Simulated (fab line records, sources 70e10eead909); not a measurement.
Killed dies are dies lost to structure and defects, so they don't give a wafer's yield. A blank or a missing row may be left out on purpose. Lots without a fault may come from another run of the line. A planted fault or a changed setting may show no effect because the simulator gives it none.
Problem report in the 8D (eight disciplines) form, filled by code | flow nand_harc | the parts of the form that need people (team, actions taken, sign-off) are left out

1. THE PROBLEM
thk_nm at NHARC_A_ONON_D1_THK_MEAS_08 reads a mean of 770 nm on 1 wafer of 1 lot; wafers without a fault read 998 nm with a standard deviation of 9.6. That is -24 standard deviations from the usual mean.
The step: measures by ellipsometry.
First seen on wafer L580.4, day 12 15:58, on film_metro-01. The record holds 35 wafers of 12 lots with a number at this step. Rule for "out", or "out of limits": more than 4 standard deviations from the usual mean. The other wafers with a number count as sound.

2. WHAT IT IS AND WHAT IT IS NOT
question                    | is                | is not
which readings at this step | thk_nm            | -
which lots                  | L580              | L560, L563, L564, L565, L566, L567, L568, L569, L570, L582, L583
which wafers of those lots  | L580.4            | L580.2
read on which gauges        | film_metro-01     | film_metro-02
when                        | from day 12 15:58 | up to then (28 sound wafers); but 6 sound wafers of L582, L583 came after

3. SUSPECTS, AND WHAT RULES EACH OUT
Counting: a tool at a process step up to the reading stays a suspect if it ran every lot that is out. Sound lots after the first of them don't rule it out here, since some wafers of a struck lot are sound.
- the gauge at NHARC_A_ONON_D1_THK_MEAS_08: kept. All the wafers that are out were read on film_metro-01, and no step on other tools shows them out.
- cmp-03 at NHARC_P_BONDPAD_CMP_19 (polishes, t overpolish 30 s, cu recess touch 16 s, target thk 160.81 nm): kept. It ran the lot that is out, L580 (day 11 13:52).
- rie_diel-11 at NHARC_A_ZERO_WELL_ETCH_19 (etches the open film in N2/H2, target depth 80 nm, overetch 24 nm, time 87.88 s): kept. It ran the lot that is out, L580 (day 11 15:57); its last sound lot up to then is L564 (day 7 17:14).
- pecvd_onon-02 at NHARC_A_ONON_D1_DEP_06 (target thk 1000 nm): kept. It ran the lot that is out, L580 (day 12 15:29); its last sound lot up to then is L569 (day 9 21:14).
- Within cmp-03 at NHARC_P_BONDPAD_CMP_19: the wafers that are out ran in chamber 3; their sound lot-mates ran in chamber 1.
- Within rie_diel-11 at NHARC_A_ZERO_WELL_ETCH_19: the wafers that are out ran in chamber 3; their sound lot-mates ran in chamber 0.
Left after counting: cmp-03 at NHARC_P_BONDPAD_CMP_19, rie_diel-11 at NHARC_A_ZERO_WELL_ETCH_19, pecvd_onon-02 at NHARC_A_ONON_D1_DEP_06, film_metro-01 at NHARC_A_ONON_D1_THK_MEAS_08.

4. THE CAUSE (what the simulator had put in)
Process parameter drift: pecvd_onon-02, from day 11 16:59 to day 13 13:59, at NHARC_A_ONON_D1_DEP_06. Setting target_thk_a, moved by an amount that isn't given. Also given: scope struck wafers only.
Counting left 4 suspects, and this tool is among them.

5. THE CHAIN OF EFFECTS, in route order
Each row: a reading whose mean over the struck wafers that have a number lies more than 3 standard deviations from the usual. Only readings for which the record gives a usual standard deviation are gone through. hours: the time from each lot's start at the first step in this table that gives one to its start at this step, as a median over the lots. sigmas: the change in usual standard deviations.
hours | step                        | reading | usual  | on struck wafers | change | sigmas
0     | NHARC_A_ONON_D1_THK_MEAS_08 | thk_nm  | 998 nm | 770              | -228   | -24
Later measuring or inspecting steps at which every struck wafer that the step has a row for has a number for every such reading, and none has moved that far: NHARC_END_SORT_01.

6. WHAT WOULD HAVE CAUGHT IT SOONER
In this record the first reading out of limits at a measuring or inspecting step was taken at day 12 15:58, 23 hours after the fault began at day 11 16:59.
Of the tool readings at NHARC_A_ONON_D1_DEP_06 for which the record gives a usual standard deviation, none was out on any struck wafer, so an alarm limit of 4 standard deviations on them would not have fired.
All the lots that are out (1) had begun NHARC_A_ONON_D1_DEP_06 on pecvd_onon-02 by day 12 15:58. A hold on the tool at that time would have spared none of them.
